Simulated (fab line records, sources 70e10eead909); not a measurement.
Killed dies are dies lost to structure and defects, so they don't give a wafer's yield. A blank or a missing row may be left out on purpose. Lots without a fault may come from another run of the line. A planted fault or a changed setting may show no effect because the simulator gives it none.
Chamber matching | flow nand_harc | NHARC_A_BLC_CMP_25 on cmp-03: 4 sister chambers
The step polishes, t overpolish 30 s, target thk 150 nm. 8 wafers are shown with their chamber, then 7 later ones without.

WAFERS WITH THEIR CHAMBER
wafer  | chamber | overpolish_run_s (s) | motor_current_A (A)
L246.6 | 3       | 29.999               | 12.5
L248.4 | 3       | 30.001               | 11.5
L250.2 | 2       | 29.992               | 11.5
L260.2 | 0       | 29.994               | 10.6
L260.5 | 0       | 29.995               | 10.7
L260.6 | 1       | 30.003               | 12.4
L261.1 | 1       | 30.014               | 12.0
L261.3 | 2       | 29.993               | 11.1

WAFERS WITHOUT THEIR CHAMBER
wafer  | overpolish_run_s (s) | motor_current_A (A)
L261.6 | 29.999               | 10.9
L267.2 | 29.992               | 11.7
L267.4 | 30.009               | 11.2
L267.5 | 29.990               | 10.4
L266.2 | 30.012               | 11.8
L266.5 | 30.001               | 10.8
L266.6 | 29.978               | 10.9

WHICH CHAMBER EACH WENT THROUGH
wafer  | from the rows above               | in truth
L261.6 | can't be placed: 0 or 2 or 3      | 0
L267.2 | can't be placed: 2 or 3 or 0      | 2
L267.4 | can't be placed: 1 or 3 or 0 or 2 | 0
L267.5 | can't be placed: 0 or 2           | 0
L266.2 | can't be placed: 1 or 3           | 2
L266.5 | can't be placed: 0 or 2 or 3      | 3
L266.6 | can't be placed: 2 or 0           | 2
Placed correctly: 0 of 7. Can't be placed from these rows: 7 (the true chamber is among the candidates in 6). Placed wrongly: 0.
How it was worked out, from the rows above alone: a wafer's distance from a chamber is the root of the sum, over the readings, of the square of ((its reading less the chamber's mean) divided by the reading's scatter). The wafer belongs to the nearest chamber; if the next one is less than 2 further off, it can't be placed. A chamber's mean is the mean of its shown wafers. The scatter: the root of (the sum of the squares of (reading less its chamber's mean) over the shown wafers, divided by (wafers less chambers)).
